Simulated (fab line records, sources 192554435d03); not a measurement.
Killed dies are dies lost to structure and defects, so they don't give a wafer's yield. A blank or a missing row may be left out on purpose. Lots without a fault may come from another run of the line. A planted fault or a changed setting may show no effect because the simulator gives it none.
Chamber matching | flow n5_finfet | N5_BEOL_M11_CURE_72 on uv_cure-03: 3 sister chambers
The step cures SiCOH lowk, time 120 s. 3 wafers are shown with their chamber, then 10 later ones without.

WAFERS WITH THEIR CHAMBER
wafer  | chamber | wafer_temp_C_max
L079.5 | 0       | 371.9
L083.5 | 1       | 371.2
L088.4 | 2       | 372.6

WAFERS WITHOUT THEIR CHAMBER
wafer  | wafer_temp_C_max
L088.6 | 371.8
L091.2 | 371.7
L091.3 | 372.3
L091.5 | 371.9
L097.2 | 371.6
L097.3 | 371.4
L097.5 | 371.3
L096.1 | 372.2
L096.3 | 371.6
L096.5 | 371.8

WHICH CHAMBER EACH WENT THROUGH
wafer  | from the rows above     | in truth
L088.6 | 0                       | 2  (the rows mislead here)
L091.2 | can't be placed: 0 or 1 | 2
L091.3 | can't be placed: 2 or 0 | 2
L091.5 | 0                       | 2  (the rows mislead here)
L097.2 | can't be placed: 0 or 1 | 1
L097.3 | can't be placed: 1 or 0 | 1
L097.5 | 1                       | 1
L096.1 | can't be placed: 0 or 2 | 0
L096.3 | can't be placed: 0 or 1 | 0
L096.5 | 0                       | 0
Placed correctly: 2 of 10. Can't be placed from these rows: 6 (the true chamber is among the candidates in 5). Placed wrongly: 2.
How it was worked out, from the rows above alone: a wafer's distance from a chamber is the root of the sum, over the readings, of the square of ((its reading less the chamber's mean) divided by the reading's scatter). The wafer belongs to the nearest chamber; if the next one is less than 2 further off, it can't be placed. A chamber's mean is the mean of its shown wafers. The scatter: with one shown wafer a chamber, the root of the mean of the squares of how far each hidden wafer lies from its nearest shown one.
